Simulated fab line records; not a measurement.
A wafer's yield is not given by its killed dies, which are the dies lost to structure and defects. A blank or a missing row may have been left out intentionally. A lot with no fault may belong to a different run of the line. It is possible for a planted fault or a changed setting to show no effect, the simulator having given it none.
2 desks looking at one fault | flow n5Finfet | each desk has only its own numbers; what lay behind them comes last

== THE METROLOGY DESK ==
What the gauges read, lot by lot, whatever tool the lot ran on: means of the sampled wafers that have a number. If a lot's mean is further than 4 standard deviations from the usual mean, the lot is out of limits and carries the mark OUT (the distance appears in the brackets).
Columns: A = cdNm at N5_BEOL_M15_CD_MEAS_17, usual 361.7 nm
lot  | first seen here | A
L892 | day 12 13:59    | 362.4
L893 | day 12 14:59    | 361.7
L895 | day 13 02:22    | 364.7
L897 | day 13 18:02    | 358.5
L899 | day 14 00:46    | 359.2
L900 | day 15 01:28    | 359.9
L903 | day 15 03:56    | 360.9
L905 | day 15 12:19    | 363.0
L909 | day 16 10:15    | 364.1
L912 | day 17 06:26    | 362.0
This desk's finding: nothing out of limits on any of the 10 lots.

== FOR THE TOOL OWNER'S DESK: rieDiel-04 ==
The tool's own readings at N5_BEOL_M15_ETCH_59 (etches BARC in N2/H2, target depth 89 nm, overetch 26.7 nm, time 67.9 s): means of the sampled wafers that have a number, for each lot that ran on this tool. If a lot's mean is further than 4 standard deviations from the usual mean, the lot is out of limits and carries the mark OUT (the distance appears in the brackets).
Columns: A = chamberPressureMTorr at N5_BEOL_M15_ETCH_59, usual 29.998 mTorr; B = drypumpMotorCurrentA at N5_BEOL_M15_ETCH_59, usual 5.8 A; C = oesProductAu at N5_BEOL_M15_ETCH_59, usual 0.67 a.u.; D = rfVppV at N5_BEOL_M15_ETCH_59, usual 524.6 V; E = runLengthS at N5_BEOL_M15_ETCH_59, usual 91.0 s; F = showerheadPlenumPTorr at N5_BEOL_M15_ETCH_59, usual 2.57 Torr; G = throttleValvePct at N5_BEOL_M15_ETCH_59, usual 17.84 %
lot  | first seen here | A      | B   | C    | D     | E              | F    | G
L892 | day 12 13:31    | 30.010 | 5.5 | 0.68 | 526.6 | 91.3           | 2.63 | 17.68
L893 | day 12 14:31    | 29.991 | 5.6 | 0.68 | 526.1 | 91.0           | 2.62 | 17.74
L897 | day 13 17:34    | 30.019 | 5.5 | 0.68 | 526.3 | 91.2           | 2.62 | 17.70
L899 | day 14 00:18    | 29.991 | 5.7 | 0.76 | 527.3 | 86.9 (-11) OUT | 2.69 | 17.61
L900 | day 15 01:01    | 29.992 | 5.7 | 0.78 | 527.2 | 84.8 (-17) OUT | 2.68 | 17.55
L903 | day 15 03:29    | 29.999 | 5.7 | 0.75 | 528.4 | 86.9 (-11) OUT | 2.68 | 17.64
Finding of this desk: L899, L900, L903 out of limits; the first was L899 at day 14 00:18, on runLengthS at N5_BEOL_M15_ETCH_59. L892, L893, L897 stayed within limits.

== PUT TOGETHER ==
An alarm could have come from the tool owner's desk at day 14 00:18, on L899, L900, L903.
From the metrology desk's view, nothing was out of limits.
The metrology desk has L899, L900, L903 on record, within its limits.
The lots listed all ran N5_BEOL_M15_ETCH_59 on rieDiel-04.

== WHAT HAD BEEN PUT IN BY THE SIMULATOR ==
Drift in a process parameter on rieDiel-04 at N5_BEOL_M15_ETCH_59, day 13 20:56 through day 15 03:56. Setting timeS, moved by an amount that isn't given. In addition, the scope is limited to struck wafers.
Struck lots among those shown: L899, L900, L903.
Each desk's first reading out of limits, in hours after the fault started: the tool owner's desk, 3.
